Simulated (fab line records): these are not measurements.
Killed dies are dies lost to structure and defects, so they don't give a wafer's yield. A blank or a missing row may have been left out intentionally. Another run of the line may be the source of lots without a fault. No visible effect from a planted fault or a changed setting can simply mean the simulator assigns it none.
Comparing a struck lot with a sound one -- flow n5-finfet -- 28 out of 1938 route steps
Sound: wafers L230.1, L230.2, L230.5. Struck: wafer L244.6 (left out: L244.3, L244.4 of the same lot, which were not struck); the cause appears at the end.
For every step that has rows: the tool of each side, followed by ch and its chambers, followed by its first start. Under that, the readings that differ: sound wafers -- struck wafers -- difference of the means -- sigmas: that difference in standard deviations of wafers without a fault.
alike: readings with means less than 2 such deviations apart, plus words and numbers identical on both sides. not compared: withheld readings, readings lacking a value on some wafer, bounds such as >300 that could conceal the same value, and numbers that have no deviation in the record and whose values overlap.
The two part at a step that has a row with sigmas, a row that says differs or no value, or rows on one side only. Numbers that have no deviation but don't overlap get no sigmas and don't part them. A reading missing from all wafers of one side parts the sides only when that side holds two or more wafers.

first, 8 steps without rows for these wafers: N5_MOL_CONTACT_COAG_ANNEAL_112 (time 1800 s); N5_BEOL_M0_SAQP_PECVD_00 (deposits SiCN from 3MS/NH3, target thk 8 nm, time 14 s); N5_BEOL_M0_SAQP_ILD_DEP_01 (deposits SiOC from DEMS/O2, target thk 45.419 nm, time 8.7 s); N5_BEOL_M0_SAQP_HM_DEP_02 (deposits TiN, target thk 12 nm); N5_BEOL_M0_SAQP_PECVD_03 (deposits SiCN from 3MS/NH3, target thk 12 nm, time 21.1 s); N5_BEOL_M0_SAQP_PECVD_96 (deposits a-Si from SiH4/He, target thk 45 nm, time 45.2 s); N5_BEOL_M0_SAQP_PECVD_97 (deposits SiNx from SiH4/NH3/N2, target thk 23 nm, time 19.9 s); N5_BEOL_M0_SAQP_PECVD_04 (deposits a-Si from SiH4/He, target thk 60 nm, time 60.2 s).
N5_BEOL_M0_SAQP_HM_DEP_111: deposits SiO2 from SiH4/N2O, target thk 12 nm, time 7.2 s.
  sound on pecvd-02 ch 0,1,2, day 6 18:32; struck on pecvd-02 ch 1, day 10 00:31
reading,sound,struck,difference,sigmas
model.SiO2_of_BEOL_M0_SAQP_HM_DEP_111.thk-nm (nm),11.8 11.8 12,6.4,-5.5,
  alike: heater-power-w, showerhead-plenum-p-Torr
  not compared: susceptor-temp-C
then, 12 steps without rows for these wafers: N5_BEOL_M0_SAQP_COAT_81 (time 60 s, resist thk 100 nm); N5_BEOL_M0_SAQP_COAT_82 (time 60 s, resist thk 30 nm); N5_BEOL_M0_SAQP_COAT_08 (resist thk 90 nm); N5_BEOL_M0_SAQP_EBR_10; N5_BEOL_M0_SAQP_SOFTBAKE_09 (time 60 s); N5_BEOL_M0_SAQP_EXPOSE_11 (exposes mask M0 CORE, target cd 42 nm); N5_BEOL_M0_SAQP_PEB_12 (peb time 60 s); N5_BEOL_M0_SAQP_DEVELOP_13 (develop time 30 s); N5_BEOL_M0_SAQP_DESCUM_19 (chemistry O2, time 7.9 s); N5_BEOL_M0_SAQP_ETCH_83 (etches SiARC in CF4, target depth 39 nm, time 65 s); N5_BEOL_M0_SAQP_ETCH_84 (etches SOC in N2/H2, target depth 100 nm, overetch 20 nm, time 150 s); N5_BEOL_M0_SAQP_STRIP_80 (strips in N2/H2).
N5_BEOL_M0_SAQP_HM_OPEN_112: chemistry CHF3/O2, target SiO2, stops on a-Si, target depth 12 nm, time 13.5 s.
  sound on rie-diel-01 ch 1,2,3, day 6 19:08; struck on rie-diel-06 ch 2, day 10 01:15
reading,sound,struck,difference,sigmas
drypump-motor-current-A (A),6.5 5.6 5.9,5.2,-0.8,-2
oes-product-au (a.u.),0.58 0.48 0.55,0.37,-0.17,-3
model.etch.depth-nm (nm),11.75 11.77 11.97,6.318,-5.512,
  alike: O2_flow_sccm, oes_o_777_au, rf-vpp-V, showerhead-plenum-p-Torr, throttle-valve-pct
  not compared: rf-hours-counter-h
then, 3 steps without rows for these wafers: N5_BEOL_M0_SAQP_STRIP_113 (strips in CHF3/O2); N5_BEOL_M0_SAQP_MANDREL_ETCH_20 (etches a-Si in HBr/Cl2, stops on SiNx, target depth 60 nm, bt time 10 s, time 30 s); N5_BEOL_M0_SAQP_STRIP_86 (strips in N2/H2).
N5_BEOL_M0_SAQP_STRIP_115: strips in post etch residue remover, time 60 s.
  sound on wet-bench-02 ch 1,4,6, day 6 19:23; struck on wet-bench-03 ch 5, day 10 01:30
reading,sound,struck,difference,sigmas
model.SiO2_of_BEOL_M0_SAQP_HM_DEP_111.thk-nm (nm),11.6 11.6 11.8,6.2,-5.5,
then, 1 step without rows for these wafers: N5_BEOL_M0_SAQP_SRD_93 (time 30 s).
-- a jump in the record: the struck wafers' starts before and after are 2 days apart (it breaks off in module BEOL_M0_SAQP and resumes in module BEOL_M4, where the first step shown is number 1111 of the route) --
N5_BEOL_M4_RC_MEAS_101:
  sound on prober-01 ch 0, day 9 09:56; struck on prober-02 ch 0, day 12 10:41
reading,sound,struck,difference,sigmas
DIBL_P (mV/V),35.4 34.3 37.7,40.1,+4.3,+2
IOFF_N (nA/um),0.14 0.14 0.18,0.24,+0.09,+3
IOFF_P (nA/um),0.20 0.20 0.24,0.35,+0.14,+4
ION_N (uA/um),675 667 687,709,+33,+3
ION_P (uA/um),466 468 473,494,+25,+3
VT_P (mV),-250 -248 -247,-240,+8,+3
  alike: DIBL_N, SS_N, SS_P, VT_N

== WHERE THEY PART ==
Last at N5_BEOL_M4_RC_MEAS_101 as far as this record goes, first at N5_BEOL_M0_SAQP_HM_OPEN_112.

WHY: what the simulator had put in
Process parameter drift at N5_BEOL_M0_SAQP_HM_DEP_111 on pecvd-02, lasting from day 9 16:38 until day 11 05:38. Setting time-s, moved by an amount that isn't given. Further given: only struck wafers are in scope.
